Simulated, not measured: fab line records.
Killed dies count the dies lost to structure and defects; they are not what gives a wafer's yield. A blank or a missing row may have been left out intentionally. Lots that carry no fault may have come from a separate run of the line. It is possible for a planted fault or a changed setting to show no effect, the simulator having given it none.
Lot-split experiment    flow n5Finfet    route with 1938 steps; 7 lots, 21 wafers read

== ABOUT THE SPLIT ==
At N5_HKMG_FIN_ETCH_54 (etches SiARC in CF4, target depth 45.5 nm, time 75.8 s), the setting sourceW was moved away from the recipe's 545 W on 8 of the 21 wafers read, by -8.6% to +13.6%. All remaining wafers had this setting at the recipe value.

The split's own step is where the reading is taken.

== THE READING ==
rfVppV, in V, at N5_HKMG_FIN_ETCH_54 (etches SiARC in CF4, target depth 45.5 nm, time 75.8 s). Typical for fault-free wafers on this fab line: 184.2 V, with standard deviation 1.2 V.

wafer   tool, chamber at the split  sourceW as run, W  against the recipe  rfVppV, V  against lot-mates on the recipe
L074.1  rieDiel-06, 1               545                recipe              185.2      -
L074.2  rieDiel-06, 3               545                recipe              182.7      -
L074.5  rieDiel-06, 1               545                recipe              184.3      -
L078.1  rieDiel-05, 3               545                recipe              183.3      -
L078.3  rieDiel-05, 1               545                recipe              183.4      -
L078.6  rieDiel-05, 0               545                recipe              185.7      -
L080.1  rieDiel-06, 2               498.3              -8.6%               191.1      +6.7
L080.4  rieDiel-06, 1               545                recipe              184.4      -
L080.5  rieDiel-06, 3               498.3              -8.6%               190.1      +5.7
L083.3  rieDiel-05, 2               545                recipe              186.3      -
L083.5  rieDiel-05, 2               597.1              +9.6%               181.7      -2.8
L083.6  rieDiel-05, 0               545                recipe              182.7      -
L085.1  rieDiel-06, 3               497.9              -8.6%               189.2      +4.6
L085.5  rieDiel-06, 0               545                recipe              184.6      -
L085.6  rieDiel-06, 3               545                recipe              184.7      -
L088.2  rieDiel-06, 2               545                recipe              186.4      -
L088.5  rieDiel-06, 2               619.1              +13.6%              177.1      -9.3
L088.6  rieDiel-06, 3               619.1              +13.6%              174.9      -11.5
L097.1  rieDiel-02, 0               593.2              +8.8%               178.9      -5.7
L097.2  rieDiel-02, 1               593.2              +8.8%               178.6      -6.0
L097.6  rieDiel-02, 3               545                recipe              184.6      -

THE FIT
A straight line over all 21 wafers: rfVppV changes by -0.606 V for each +1% of sourceW; r = -0.95; the points scatter about the line by 1.3 V.
The same after taking each lot's own level away (the mean of its wafers on the recipe; 21 wafers): -0.667 V for each +1%; r = -0.95; scatter 1.3 V.
Per that fit: largest sourceW move, reading shift of 9.1 V.
The span of the lots' own levels, 184.07 to 186.40 V, comes to 1.9 times the standard deviation stated above.
The two slopes agree, so the slope changes little with the lot-to-lot level.
Check: for one of the wafers moved furthest among these (+13.6%), held out of the fit, the line's prediction against its lot-mates is -8.95 V. It came out at -9.3 V against them.
Tool readings at the split's step, against how far the setting was moved: rfVppV r = -0.95.

== OTHER SPLITS ON THESE WAFERS ==
These wafers also went through other splits before the reading. Each is held against what the fit with the lots' levels taken away leaves over:
other split on the same wafers                   wafers away from the commonest value  r with rfVppV (lot level and that fit taken away)
N5_PMOS_HMC_CHANNEL_EPI_PEB_07 pebTempC          6                                     -0.25
N5_PMOS_HMC_CHANNEL_EPI_DEVELOP_08 developTimeS  7                                     +0.35
N5_FIN_SAQP_PEB_14 pebTimeS                      8                                     +0.05
N5_DUMMY_GATE_CVD_03 tempC                       9                                     -0.28
N5_DUMMY_GATE_COAT_28 spinRpm                    5                                     -0.01
N5_SD_EPI_P_PEB_07 pebTimeS                      4                                     -0.01
N5_SDB_COAT_05 spinRpm                           7                                     -0.28
N5_HKMG_FIN_COAT_42 spinRpm                      7                                     -0.37

== THE FILE'S OWN FIT ==
rfVppV changes by -0.622 V for each +1% of sourceW, r = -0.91.
